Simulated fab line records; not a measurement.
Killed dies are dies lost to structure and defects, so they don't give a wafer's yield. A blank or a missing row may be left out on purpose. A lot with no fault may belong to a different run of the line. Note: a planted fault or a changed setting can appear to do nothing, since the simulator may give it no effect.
fab line records	flow n5_finfet
[record] lots = 24	wafers = 72	last_day = 17
route steps=1938 shown BEOL_M1@823 BEOL_M2@863
lots that met no fault: from a run of the same line without faults
start_h: start of the lot's first displayed wafer, in hours after the record's first day	wait_h: how many hours have passed since the lot's step before this one	" as in the row above	L1.1+2: a single row standing in for several wafers	- no value, or no start was given	* or withheld: withheld	< > ~ a bound
route shown NAME@n: a module of which the file shows steps, and the number in the route of the first	usual: mean and standard deviation over wafers with no fault	same: alike in all rows	chamber/n: place in a boat	sites: per-site readings	_std_site: standard deviation of those values	_edge_site: inner sites' mean taken away from outer sites' mean	radius_mm: how far each site lies from the wafer's centre	mask NAME#n: copy n	behind: tool/chamber where the wafer was last shaped	hold: the reason the lot was held/the length of the hold in hours/how it ended	device: names the non-switching transistor (n, p or np)	end of line: tests of these same wafers at the route's end	a step without rows: its recipe alone	killed: dies that structure and defects cost at the first sort, which is not the same as the wafer's yield	map: a wafer's dies, x killed, . not, _ none there
set.NAME: the setting that was run; set.NAME@STEP: the one run at that earlier step	model.NAME: the simulator's own value behind a step, which no gauge read
route steps across a sampled set of lots; one table per step, one row per wafer
services: a tool's chamber out of use, with start hour (start_h, from the record's first day; less than 0 if before it), hours out, and reason
[[steps]]
[step N5_BEOL_M1_ANNEAL_89]
[recipe] temp_c = 400	time_s = 240	ambient = vacuum
[usual] heater_power_w = 854/100
lot.wafer	tool	chamber	start_h	wait_h	heater_power_w
L075.3	pvd_sputter-01	-	149.07	0.0	732
L075.4	"	-	"	"	880
L075.5	"	-	"	"	711
L074.3	pvd_sputter-03	-	149.77	0.0	873
L074.5	"	-	"	"	943
L074.6	"	-	"	"	1031
L076.2	pvd_sputter-01	-	151.83	0.0	857
L076.4	"	-	"	"	744
L076.5	"	-	"	"	871
L077.1	pvd_sputter-03	-	154.80	0.0	955
L077.3	"	-	"	"	1038
L077.5	"	-	"	"	724
L078.4	pvd_sputter-02	-	155.48	0.1	835
L078.5	"	-	"	"	736
L078.6	"	-	"	"	956
L079.2	pvd_sputter-01	-	160.70	0.0	883
L079.3	"	-	"	"	738
L079.6	"	-	"	"	736
L080.2	pvd_sputter-02	-	173.34	0.0	751
L080.3	"	-	"	"	866
L080.5	"	-	"	"	964
L081.1	pvd_sputter-03	-	176.64	0.0	896
L081.3	"	-	"	"	1038
L081.6	"	-	"	"	947
L082.1	pvd_sputter-03	-	184.97	0.0	1027
L082.4	"	-	"	"	727
L082.6	"	-	"	"	953
L083.1	pvd_sputter-03	-	191.44	0.0	924
L083.3	"	-	"	"	1034
L083.4	"	-	"	"	861
L084.2	pvd_sputter-01	-	198.87	0.0	730
L084.5	"	-	"	"	738
L084.6	"	-	"	"	884
L085.3	pvd_sputter-03	-	208.49	0.0	947
L085.4	"	-	"	"	736
L085.6	"	-	"	"	735
L087.2	pvd_sputter-01	-	211.05	0.0	725
L087.3	"	-	"	"	737
L087.6	"	-	"	"	747
L086.2	pvd_sputter-03	-	211.68	0.0	724
L086.4	"	-	"	"	931
L086.5	"	-	"	"	945
L088.4	pvd_sputter-03	-	214.72	0.0	1033
L088.5	"	-	"	"	870
L088.6	"	-	"	"	949
L089.1	pvd_sputter-01	-	219.05	0.0	721
L089.3	"	-	"	"	746
L089.4	"	-	"	"	887
L090.1	pvd_sputter-01	-	225.18	0.0	736
L090.2	"	-	"	"	732
L090.6	"	-	"	"	733
L092.2	pvd_sputter-03	-	232.90	0.0	1043
L092.3	"	-	"	"	952
L092.6	"	-	"	"	727
L091.1	pvd_sputter-02	-	236.33	0.0	934
L091.2	"	-	"	"	738
L091.3	"	-	"	"	823
L093.1	pvd_sputter-01	-	242.39	0.0	897
L093.2	"	-	"	"	748
L093.6	"	-	"	"	744
L094.1	pvd_sputter-01	-	249.18	0.0	749
L094.2	"	-	"	"	874
L094.6	"	-	"	"	863
L095.2	pvd_sputter-01	-	254.12	0.0	881
L095.3	"	-	"	"	723
L095.5	"	-	"	"	734
L096.2	pvd_sputter-03	-	267.50	0.0	853
L096.5	"	-	"	"	734
L096.6	"	-	"	"	1041
L097.4	pvd_sputter-03	-	273.90	0.0	740
L097.5	"	-	"	"	918
L097.6	"	-	"	"	875
[step N5_BEOL_M1_INSPECT_59]
[recipe] inspect_instrument = darkfield	mode = post_dep
[usual] raw_defect_count = 86/31
lot.wafer	tool	chamber	start_h	wait_h	raw_defect_count
L075.3	defect_inspect-01	-	150.95	0.0	62
L075.4	"	-	"	"	52
L075.5	"	-	"	"	69
L074.3	defect_inspect-01	-	151.64	0.0	78
L074.5	"	-	"	"	64
L074.6	"	-	"	"	105
L076.2	defect_inspect-01	-	153.74	0.0	73
L076.4	"	-	"	"	71
L076.5	"	-	"	"	72
L077.1	defect_inspect-02	-	156.67	0.0	62
L077.3	"	-	"	"	59
L077.5	"	-	"	"	46
L078.4	defect_inspect-02	-	157.32	0.0	99
L078.5	"	-	"	"	54
L078.6	"	-	"	"	55
L079.2	defect_inspect-02	-	162.62	0.0	126
L079.3	"	-	"	"	103
L079.6	"	-	"	"	93
L080.2	defect_inspect-01	-	175.34	0.0	66
L080.3	"	-	"	"	66
L080.5	"	-	"	"	98
L081.1	defect_inspect-01	-	180.91	0.0	68
L081.3	"	-	"	"	75
L081.6	"	-	"	"	68
L082.1	defect_inspect-01	-	186.85	0.0	76
L082.4	"	-	"	"	121
L082.6	"	-	"	"	100
L083.1	defect_inspect-02	-	193.31	0.0	54
L083.3	"	-	"	"	59
L083.4	"	-	"	"	49
L084.2	defect_inspect-02	-	200.76	0.0	48
L084.5	"	-	"	"	55
L084.6	"	-	"	"	41
L085.3	defect_inspect-02	-	210.40	0.0	91
L085.4	"	-	"	"	135
L085.6	"	-	"	"	152
L087.2	defect_inspect-02	-	212.93	0.0	154
L087.3	"	-	"	"	126
L087.6	"	-	"	"	75
L086.2	defect_inspect-02	-	213.58	0.0	68
L086.4	"	-	"	"	83
L086.5	"	-	"	"	72
L088.4	defect_inspect-02	-	216.60	0.0	66
L088.5	"	-	"	"	67
L088.6	"	-	"	"	47
L089.1	defect_inspect-01	-	220.96	0.0	78
L089.3	"	-	"	"	58
L089.4	"	-	"	"	92
L090.1	defect_inspect-01	-	227.11	0.0	54
L090.2	"	-	"	"	55
L090.6	"	-	"	"	81
L092.2	defect_inspect-02	-	234.77	0.0	87
L092.3	"	-	"	"	116
L092.6	"	-	"	"	93
L091.1	defect_inspect-01	-	238.34	0.0	103
L091.2	"	-	"	"	99
L091.3	"	-	"	"	87
L093.1	defect_inspect-01	-	244.28	0.0	73
L093.2	"	-	"	"	111
L093.6	"	-	"	"	44
L094.1	defect_inspect-01	-	251.11	0.0	96
L094.2	"	-	"	"	104
L094.6	"	-	"	"	95
L095.2	defect_inspect-01	-	256.00	0.0	53
L095.3	"	-	"	"	70
L095.5	"	-	"	"	70
L096.2	defect_inspect-02	-	269.37	0.0	117
L096.5	"	-	"	"	62
L096.6	"	-	"	"	92
L097.4	defect_inspect-02	-	275.77	0.0	149
L097.5	"	-	"	"	165
L097.6	"	-	"	"	143
[step N5_BEOL_M2_STRIP_66]
[recipe] chemistry = CF4	resist = SiARC	power_w = 300	bias_power_w = 75	pressure_mtorr = 50	cf4_flow_sccm = 150	rf_frequency_hz = 6e+07
[usual] drypump_motor_current_A = 5.9/0.47	oes_product_au = 0.77/0.076	rf_vpp_V = 271.2/1.7	showerhead_plenum_p_Torr = 1.81/0.064	throttle_valve_pct = 13.53/0.26
lot.wafer	tool	chamber	start_h	wait_h	drypump_motor_current_A	oes_product_au	rf_hours_counter_h	rf_vpp_V	showerhead_plenum_p_Torr	throttle_valve_pct
L075.3	rie_diel-03	0	153.72	0.0	6.3	0.91	19	271.3	1.77	13.39
L075.4	"	3	"	"	6.3	0.78	119	269.8	1.73	13.46
L075.5	"	2	"	"	6.6	0.71	-	273.4	1.86	13.93
L074.3	rie_diel-01	1	153.95	0.0	6.1	0.73	188	270.1	1.72	13.54
L074.5	"	1	"	"	6.1	0.72	-	269.2	1.71	13.52
L074.6	"	0	"	"	5.5	0.69	-	271.5	1.84	13.58
L076.2	rie_diel-03	1	154.79	0.0	5.7	0.79	93	272.4	1.89	13.28
L076.4	"	0	"	"	6.3	0.89	19	270.7	1.77	13.40
L076.5	"	2	"	"	6.6	0.71	-	269.9	1.86	13.92
L077.1	rie_diel-05	3	159.50	0.0	5.3	0.73	184	270.8	1.79	13.76
L077.3	"	1	"	"	6.1	0.70	235	269.3	1.78	13.79
L077.5	"	2	"	"	6.3	0.71	-	270.6	1.79	13.77
L078.4	rie_diel-05	2	159.94	0.0	6.3	0.71	-	272.2	1.79	13.80
L078.5	"	1	"	"	6.1	0.70	-	272.2	1.78	13.80
L078.6	"	3	"	"	5.4	0.73	-	270.3	1.79	13.77
L079.2	rie_diel-01	3	165.92	0.0	5.1	0.80	60	273.4	1.89	13.26
L079.3	"	1	"	"	6.1	0.72	193	269.2	1.71	13.56
L079.6	"	1	"	"	6.1	0.71	-	268.7	1.71	13.55
L080.2	rie_diel-01	1	179.72	0.0	6.1	0.72	197	270.6	1.71	13.56
L080.3	"	3	"	"	5.1	0.80	64	273.1	1.89	13.27
L080.5	"	1	"	"	6.1	0.71	-	269.1	1.71	13.57
L081.1	rie_diel-01	0	183.78	0.0	5.5	0.98	0	271.1	1.84	13.01
L081.3	"	2	"	"	5.4	0.82	77	274.2	1.89	13.31
L081.6	"	2	"	"	5.4	0.81	-	271.8	1.89	13.32
L082.1	rie_diel-01	2	188.43	0.0	5.4	0.81	78	272.8	1.89	13.32
L082.4	"	0	"	"	5.5	0.97	1	272.6	1.84	12.99
L082.6	"	0	"	"	5.5	0.97	-	272.6	1.84	13.01
L083.1	rie_diel-05	2	196.70	0.0	6.3	0.69	202	271.8	1.79	13.80
L083.3	"	1	"	"	6.2	0.69	248	268.8	1.77	13.84
L083.4	"	0	"	"	5.2	0.70	227	273.0	1.84	13.75
L084.2	rie_diel-03	2	202.55	0.0	6.6	0.70	215	273.5	1.85	13.95
L084.5	"	1	"	"	5.7	0.78	-	273.1	1.88	13.30
L084.6	"	2	"	"	6.6	0.70	-	272.9	1.85	13.97
L085.3	rie_diel-01	3	212.79	0.0	5.1	0.79	76	272.8	1.89	13.28
L085.4	"	0	"	"	5.5	0.93	9	271.6	1.84	13.03
L085.6	"	0	"	"	5.5	0.95	-	272.2	1.84	13.03
L087.2	rie_diel-03	0	214.20	0.0	6.3	0.87	39	270.5	1.76	13.44
L087.3	"	1	"	"	5.6	0.77	113	272.8	1.88	13.31
L087.6	"	3	"	"	6.3	0.76	-	269.4	1.73	13.49
L086.2	rie_diel-03	3	214.52	0.0	6.3	0.76	139	269.9	1.73	13.49
L086.4	"	2	"	"	6.6	0.70	219	273.3	1.85	13.98
L086.5	"	0	"	"	6.3	0.87	-	270.0	1.76	13.44
L088.4	rie_diel-05	0	220.15	0.0	5.2	0.69	237	270.9	1.84	13.78
L088.5	"	1	"	"	6.1	0.97	-	269.7	1.77	13.27
L088.6	"	0	"	"	5.2	0.70	-	272.1	1.84	13.77
L089.1	rie_diel-03	0	223.69	0.0	6.3	0.87	43	270.2	1.76	13.45
L089.3	"	1	"	"	5.7	0.77	117	272.2	1.88	13.31
L089.4	"	2	"	"	6.6	0.70	223	273.5	1.85	13.99
L090.1	rie_diel-05	2	228.65	0.0	6.3	0.69	213	271.9	1.79	13.84
L090.2	"	3	"	"	5.4	0.71	209	270.0	1.78	13.83
L090.6	"	1	"	"	6.1	0.95	-	269.5	1.77	13.28
L092.2	rie_diel-03	2	238.50	0.0	6.6	0.69	227	271.8	1.85	13.99
L092.3	"	0	"	"	6.3	0.85	48	269.7	1.76	13.45
L092.6	"	0	"	"	6.3	0.85	-	270.5	1.76	13.46
L091.1	rie_diel-03	0	239.74	0.0	6.3	0.86	49	269.9	1.76	13.46
L091.2	"	3	"	"	6.3	0.76	148	268.3	1.72	13.53
L091.3	"	2	"	"	6.6	0.70	227	270.5	1.85	14.01
L093.1	rie_diel-03	0	245.20	0.0	6.3	0.84	51	271.2	1.76	13.48
L093.2	"	2	"	"	6.6	0.69	229	269.7	1.85	13.99
L093.6	"	3	"	"	6.3	0.75	-	269.9	1.72	13.55
L094.1	rie_diel-01	3	253.19	0.0	5.1	0.78	90	274.4	1.88	13.32
L094.2	"	2	"	"	5.4	0.79	101	273.1	1.88	13.38
L094.6	"	0	"	"	5.5	0.91	-	271.2	1.84	13.05
L095.2	rie_diel-03	1	259.13	0.0	5.7	0.76	129	273.0	1.88	13.34
L095.3	"	2	"	"	6.6	0.69	236	271.1	1.85	14.02
L095.5	"	2	"	"	6.6	0.69	-	271.4	1.85	14.01
L096.2	rie_diel-03	1	272.73	0.0	5.7	0.74	134	273.8	1.87	13.33
L096.5	"	1	"	"	5.7	0.76	-	272.1	1.87	13.35
L096.6	"	0	"	"	6.3	0.84	-	270.1	1.76	13.49
L097.4	rie_diel-01	3	276.84	0.0	5.1	0.77	98	272.2	1.88	13.32
L097.5	"	3	"	"	5.1	0.77	-	271.3	1.88	13.33
L097.6	"	0	"	"	5.5	0.88	-	270.4	1.83	13.07
[step N5_BEOL_M2_SURFACE_TREAT_85]
[recipe] gas = Ar	time_s = *	ion_energy_ev = *	ion_current_ma_cm2 = 0.5	pressure_mtorr = *	ar_flow_sccm = 30
[usual] throttle_valve_pct = *
lot.wafer	tool	chamber	start_h	wait_h	throttle_valve_pct
L075.3	pvd_sputter-03	-	156.50	0.1	*
L075.4	"	-	"	"	*
L075.5	"	-	"	"	*
L074.3	pvd_sputter-02	-	156.73	0.1	*
L074.5	"	-	"	"	*
L074.6	"	-	"	"	*
L076.2	pvd_sputter-03	-	158.97	0.2	*
L076.4	"	-	"	"	*
L076.5	"	-	"	"	*
L077.1	pvd_sputter-02	-	162.74	0.1	*
L077.3	"	-	"	"	*
L077.5	"	-	"	"	*
L078.4	pvd_sputter-02	-	165.04	0.2	*
L078.5	"	-	"	"	*
L078.6	"	-	"	"	*
L079.2	pvd_sputter-01	-	171.94	0.1	*
L079.3	"	-	"	"	*
L079.6	"	-	"	"	*
L080.2	pvd_sputter-01	-	184.04	0.1	*
L080.3	"	-	"	"	*
L080.5	"	-	"	"	*
L081.1	pvd_sputter-01	-	187.02	0.2	*
L081.3	"	-	"	"	*
L081.6	"	-	"	"	*
L082.1	pvd_sputter-01	-	203.87	0.2	*
L082.4	"	-	"	"	*
L082.6	"	-	"	"	*
L083.1	pvd_sputter-03	-	206.72	0.2	*
L083.3	"	-	"	"	*
L083.4	"	-	"	"	*
L084.2	pvd_sputter-02	-	213.75	0.3	*
L084.5	"	-	"	"	*
L084.6	"	-	"	"	*
L085.3	pvd_sputter-03	-	216.28	0.1	*
L085.4	"	-	"	"	*
L085.6	"	-	"	"	*
L087.2	pvd_sputter-02	-	220.44	0.2	*
L087.3	"	-	"	"	*
L087.6	"	-	"	"	*
L086.2	pvd_sputter-03	-	220.87	0.2	*
L086.4	"	-	"	"	*
L086.5	"	-	"	"	*
L088.4	pvd_sputter-01	-	228.22	0.1	*
L088.5	"	-	"	"	*
L088.6	"	-	"	"	*
L089.1	pvd_sputter-02	-	230.37	1.6	*
L089.3	"	-	"	"	*
L089.4	"	-	"	"	*
L090.1	pvd_sputter-01	-	231.54	0.2	*
L090.2	"	-	"	"	*
L090.6	"	-	"	"	*
L092.2	pvd_sputter-01	-	244.62	0.1	*
L092.3	"	-	"	"	*
L092.6	"	-	"	"	*
L091.1	pvd_sputter-01	-	255.71	0.2	*
L091.2	"	-	"	"	*
L091.3	"	-	"	"	*
L093.1	pvd_sputter-01	-	259.67	0.2	*
L093.2	"	-	"	"	*
L093.6	"	-	"	"	*
L094.1	pvd_sputter-01	-	269.32	0.3	*
L094.2	"	-	"	"	*
L094.6	"	-	"	"	*
L095.2	pvd_sputter-03	-	269.40	0.3	*
L095.3	"	-	"	"	*
L095.5	"	-	"	"	*
L096.2	pvd_sputter-02	-	275.61	0.2	*
L096.5	"	-	"	"	*
L096.6	"	-	"	"	*
L097.4	pvd_sputter-03	-	280.00	0.2	*
L097.5	"	-	"	"	*
L097.6	"	-	"	"	*
[step N5_BEOL_M2_SPUTTER_86]
[recipe] material = Cu	target_thk_a = 45	temp_c = -20	chamber_pressure_pa = 0.07	power_w = withheld	time_s = 8.29
[usual] throttle_valve_pct = 30.4/0.72
lot.wafer	tool	chamber	start_h	wait_h	throttle_valve_pct
L075.3	pvd_sputter-01	-	157.39	0.1	31.0
L075.4	"	-	"	"	29.3
L075.5	"	-	"	"	30.0
L074.3	pvd_sputter-02	-	157.63	0.1	30.6
L074.5	"	-	"	"	30.8
L074.6	"	-	"	"	30.6
L076.2	pvd_sputter-02	-	159.85	0.1	30.9
L076.4	"	-	"	"	30.5
L076.5	"	-	"	"	31.2
L077.1	pvd_sputter-01	-	164.00	0.1	29.6
L077.3	"	-	"	"	29.9
L077.5	"	-	"	"	30.8
L078.4	pvd_sputter-01	-	165.94	0.1	29.7
L078.5	"	-	"	"	29.6
L078.6	"	-	"	"	29.7
L079.2	pvd_sputter-03	-	172.88	0.1	31.8
L079.3	"	-	"	"	31.3
L079.6	"	-	"	"	30.4
L080.2	pvd_sputter-01	-	185.58	0.1	30.7
L080.3	"	-	"	"	29.8
L080.5	"	-	"	"	29.8
L081.1	pvd_sputter-01	-	187.92	0.1	30.4
L081.3	"	-	"	"	29.8
L081.6	"	-	"	"	30.6
L082.1	pvd_sputter-01	-	204.83	0.1	29.7
L082.4	"	-	"	"	31.0
L082.6	"	-	"	"	30.8
L083.1	pvd_sputter-02	-	208.01	0.1	30.8
L083.3	"	-	"	"	28.9
L083.4	"	-	"	"	30.1
L084.2	pvd_sputter-02	-	214.65	0.1	29.4
L084.5	"	-	"	"	30.3
L084.6	"	-	"	"	29.4
L085.3	pvd_sputter-03	-	217.23	0.1	31.2
L085.4	"	-	"	"	30.3
L085.6	"	-	"	"	31.3
L087.2	pvd_sputter-01	-	221.37	0.1	30.9
L087.3	"	-	"	"	30.6
L087.6	"	-	"	"	30.7
L086.2	pvd_sputter-02	-	221.77	0.1	31.2
L086.4	"	-	"	"	28.9
L086.5	"	-	"	"	30.6
L088.4	pvd_sputter-02	-	229.15	0.1	29.8
L088.5	"	-	"	"	29.3
L088.6	"	-	"	"	31.2
L089.1	pvd_sputter-02	-	231.25	0.1	30.0
L089.3	"	-	"	"	30.8
L089.4	"	-	"	"	31.1
L090.1	pvd_sputter-01	-	232.42	0.1	29.4
L090.2	"	-	"	"	31.0
L090.6	"	-	"	"	29.6
L092.2	pvd_sputter-01	-	245.56	0.1	29.9
L092.3	"	-	"	"	30.9
L092.6	"	-	"	"	29.8
L091.1	pvd_sputter-03	-	256.75	0.1	31.4
L091.2	"	-	"	"	30.6
L091.3	"	-	"	"	31.1
L093.1	pvd_sputter-03	-	260.69	0.1	30.5
L093.2	"	-	"	"	31.5
L093.6	"	-	"	"	31.5
L094.1	pvd_sputter-02	-	270.26	0.1	30.5
L094.2	"	-	"	"	29.7
L094.6	"	-	"	"	31.0
L095.2	pvd_sputter-01	-	270.38	0.1	29.5
L095.3	"	-	"	"	30.9
L095.5	"	-	"	"	29.7
L096.2	pvd_sputter-02	-	276.58	0.1	30.9
L096.5	"	-	"	"	31.1
L096.6	"	-	"	"	30.0
L097.4	pvd_sputter-02	-	281.03	0.1	30.9
L097.5	"	-	"	"	29.1
L097.6	"	-	"	"	31.0
[step N5_BEOL_M2_ANNEAL_91]
[recipe] temp_c = 400	time_s = 240	ambient = vacuum
[usual] heater_power_w = 847/97
lot.wafer	tool	chamber	start_h	wait_h	heater_power_w
L075.3	pvd_sputter-01	-	157.91	0.0	899
L075.4	"	-	"	"	883
L075.5	"	-	"	"	722
L074.3	pvd_sputter-02	-	158.15	0.0	848
L074.5	"	-	"	"	975
L074.6	"	-	"	"	854
L076.2	pvd_sputter-02	-	160.37	0.0	929
L076.4	"	-	"	"	822
L076.5	"	-	"	"	962
L077.1	pvd_sputter-01	-	164.52	0.0	903
L077.3	"	-	"	"	726
L077.5	"	-	"	"	865
L078.4	pvd_sputter-01	-	166.46	0.0	868
L078.5	"	-	"	"	883
L078.6	"	-	"	"	729
L079.2	pvd_sputter-03	-	173.40	0.0	855
L079.3	"	-	"	"	1028
L079.6	"	-	"	"	731
L080.2	pvd_sputter-01	-	186.10	0.0	881
L080.3	"	-	"	"	863
L080.5	"	-	"	"	725
L081.1	pvd_sputter-01	-	188.44	0.0	729
L081.3	"	-	"	"	872
L081.6	"	-	"	"	859
L082.1	pvd_sputter-01	-	205.35	0.0	884
L082.4	"	-	"	"	878
L082.6	"	-	"	"	873
L083.1	pvd_sputter-02	-	208.53	0.0	851
L083.3	"	-	"	"	936
L083.4	"	-	"	"	742
L084.2	pvd_sputter-02	-	215.17	0.0	737
L084.5	"	-	"	"	842
L084.6	"	-	"	"	969
L085.3	pvd_sputter-03	-	217.75	0.0	950
L085.4	"	-	"	"	727
L085.6	"	-	"	"	944
L087.2	pvd_sputter-01	-	221.89	0.0	893
L087.3	"	-	"	"	736
L087.6	"	-	"	"	745
L086.2	pvd_sputter-02	-	222.29	0.0	970
L086.4	"	-	"	"	953
L086.5	"	-	"	"	967
L088.4	pvd_sputter-02	-	229.67	0.0	758
L088.5	"	-	"	"	965
L088.6	"	-	"	"	984
L089.1	pvd_sputter-02	-	231.77	0.0	746
L089.3	"	-	"	"	853
L089.4	"	-	"	"	935
L090.1	pvd_sputter-01	-	232.94	0.0	875
L090.2	"	-	"	"	887
L090.6	"	-	"	"	873
L092.2	pvd_sputter-01	-	246.08	0.0	725
L092.3	"	-	"	"	872
L092.6	"	-	"	"	735
L091.1	pvd_sputter-03	-	257.27	0.0	1036
L091.2	"	-	"	"	728
L091.3	"	-	"	"	966
L093.1	pvd_sputter-03	-	261.21	0.0	734
L093.2	"	-	"	"	868
L093.6	"	-	"	"	953
L094.1	pvd_sputter-02	-	270.78	0.0	823
L094.2	"	-	"	"	756
L094.6	"	-	"	"	958
L095.2	pvd_sputter-01	-	270.90	0.0	926
L095.3	"	-	"	"	888
L095.5	"	-	"	"	724
L096.2	pvd_sputter-02	-	277.16	0.0	841
L096.5	"	-	"	"	965
L096.6	"	-	"	"	764
L097.4	pvd_sputter-02	-	281.62	0.0	949
L097.5	"	-	"	"	952
L097.6	"	-	"	"	973
[[services]]
tool	chamber	start_h	hours	kind
rie_diel-03	2	134.14	4.8	repair
rie_diel-01	0	162.56	-	clean
rie_diel-01	0	162.56	-	consumable_replace:esc
rie_diel-01	0	162.56	-	consumable_replace:focus_ring
rie_diel-01	0	162.56	21.0	scheduled_down
rie_diel-01	0	162.56	21.0	vent_cycle
rie_diel-05	1	202.25	-	clean
rie_diel-05	1	202.25	-	consumable_replace:focus_ring
rie_diel-05	1	202.25	14.5	scheduled_down
rie_diel-05	1	202.25	14.5	vent_cycle
rie_diel-01	0	225.59	5.0	repair
rie_diel-01	1	246.01	6.7	repair
rie_diel-05	0	261.01	-	clean
rie_diel-05	0	261.01	-	consumable_replace:focus_ring
rie_diel-05	0	261.01	24.8	scheduled_down
rie_diel-05	0	261.01	24.8	vent_cycle
[[key]]
fault none
